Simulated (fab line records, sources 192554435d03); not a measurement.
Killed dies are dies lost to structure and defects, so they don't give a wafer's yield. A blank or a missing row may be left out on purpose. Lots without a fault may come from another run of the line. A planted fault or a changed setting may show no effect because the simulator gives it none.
A struck lot beside a sound one | flow n5_finfet | 17 steps out of a route of 1938
Sound: wafers L993.1, L993.2, L993.6. Struck: wafer L998.3. (L998.5, L998.6 of the same lot were not struck and are left out.) The cause comes at the end.
At each step with rows: each side's tool, then ch and its chambers, then its first start. Under that, the readings that differ: sound wafers | struck wafers | difference of the means | sigmas: that difference in standard deviations of wafers without a fault.
alike: readings whose means differ by less than 2 such deviations, and words and numbers that are the same on both sides. not compared: withheld readings, readings that some wafer has no value for, bounds like >300 that may hide the same value, and numbers for which the record gives no deviation and whose values overlap.
The two part at a step that has a row with sigmas, a row that says differs or no value, or rows on one side only. Numbers that don't overlap but have no deviation are shown without sigmas and don't part them. A reading that every wafer of one side lacks parts them only if that side has two wafers or more.

first, 5 steps without rows for these wafers: N5_SD_EPI_P_EBR_05; N5_SD_EPI_P_SOFTBAKE_04 (time 60 s); N5_SD_EPI_P_EXPOSE_06 (exposes mask SD P BLK, target cd 240 nm); N5_SD_EPI_P_PEB_07 (peb time 60 s); N5_SD_EPI_P_DEVELOP_08 (develop time 30 s).
N5_SD_EPI_P_CD_MEAS_09: target cd 240 nm.
  sound on cd_sem-02 ch 0, day 5 01:25; struck on cd_sem-01 ch 0, day 6 10:16
  alike: cd_nm
N5_SD_EPI_P_OVL_MEAS_10:
  sound on overlay-01 ch 0, day 5 01:26; struck on overlay-01 ch 0, day 6 10:17
  alike: SD_P_BLK_OVL
N5_SD_EPI_P_INSPECT_11: inspects for defects (macro).
  sound on defect_inspect-02, day 5 01:28; struck on defect_inspect-02, day 6 10:19
  alike: raw_defect_count
N5_SD_EPI_P_DESCUM_14: chemistry O2, time 7.9 s.
  sound on rie_diel-02 ch 1,2,3, day 5 01:41; struck on rie_diel-02 ch 3, day 6 10:26
  alike: drypump_motor_current_A, oes_product_au, rf_vpp_V, showerhead_plenum_p_Torr, throttle_valve_pct
  not compared: rf_hours_counter_h
N5_SD_EPI_P_ETCH_36: etches SiARC in CF4, target depth 45.5 nm, time 75.8 s.
  sound on rie_diel-02 ch 1,2,3, day 5 01:43; struck on rie_diel-02 ch 3, day 6 10:28
  alike: drypump_motor_current_A, etch_rf_on_time_s, oes_product_au, rf_vpp_V, showerhead_plenum_p_Torr, throttle_valve_pct
  not compared: rf_hours_counter_h
N5_SD_EPI_P_ETCH_37: etches SOC in N2/H2, overetch 108 nm, time 486 s.
  sound on rie_diel-02 ch 1,2,3, day 5 01:46; struck on rie_diel-02 ch 3, day 6 10:31
  alike: drypump_motor_current_A, oes_product_au, rf_vpp_V, showerhead_plenum_p_Torr, throttle_valve_pct
  not compared: rf_hours_counter_h
then, 1 step without rows for these wafers: N5_SD_EPI_P_STRIP_38 (strips in N2/H2).
N5_SD_EPI_P_ETCHBACK_46: etches SiNx in CH3F/O2, stops on SiO2, target depth 17.5 nm.
  sound on rie_diel-02 ch 1,2,3, day 5 02:06; struck on rie_diel-02 ch 3, day 6 10:51
  reading                                     | sound          | struck  | difference | sigmas
  oes_product_au (a.u.)                       | 0.75 0.68 0.75 | 0.59    | -0.14      | -2
  over_etch_frac                              | 0.3 0.3 0.3    | 0.64808 | +0.34808   |
  model.SiARC_of_SD_EPI_P_COAT_35.thk_nm (nm) | 15.2 15.2 14.4 | 14.2    | -0.7       |
  alike: drypump_motor_current_A, rf_vpp_V, showerhead_plenum_p_Torr, throttle_valve_pct
  not compared: rf_hours_counter_h
N5_SD_EPI_P_ETCH_47: etches SiOCN in CH3F/O2, target depth 25 nm.
  sound on rie_diel-02 ch 1,2,3, day 5 02:12; struck on rie_diel-02 ch 3, day 6 10:57
  alike: drypump_motor_current_A, oes_product_au, rf_vpp_V, showerhead_plenum_p_Torr, throttle_valve_pct
  not compared: rf_hours_counter_h
N5_SD_EPI_P_ETCH_16: etches SiO2 in CHF3/O2, target depth 5 nm.
  sound on rie_diel-02 ch 1,2,3, day 5 02:18; struck on rie_diel-02 ch 3, day 6 11:03
  reading                                     | sound          | struck | difference | sigmas
  model.SiARC_of_SD_EPI_P_COAT_35.thk_nm (nm) | 11.6 11.6 10.8 | 10.6   | -0.7       |
  alike: CHF3_flow_sccm, drypump_motor_current_A, oes_product_au, rf_vpp_V, showerhead_plenum_p_Torr, throttle_valve_pct
  not compared: rf_hours_counter_h
then, 1 step without rows for these wafers: N5_SD_EPI_P_STRIP_50 (strips in CHF3/O2).
-- the record jumps here: 10 days lie between the struck wafers' starts before and after (it left off in module SD_EPI_P and takes up again in module PASSIVATION, whose first step shown is number 1936 of the route) --
N5_PASSIVATION_PROBE_49:
  the record has rows for the struck wafers here (prober-01, day 16 02:13) and none for the sound ones

WHERE THEY PART
First at N5_SD_EPI_P_ETCHBACK_46; last, within this record, at N5_PASSIVATION_PROBE_49.

WHY: what the simulator had put in
Process parameter drift: rie_diel-02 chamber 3, from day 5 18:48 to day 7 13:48, at N5_SD_EPI_P_ETCHBACK_46. Setting over_etch_frac, moved by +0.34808, from 0.3. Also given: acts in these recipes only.
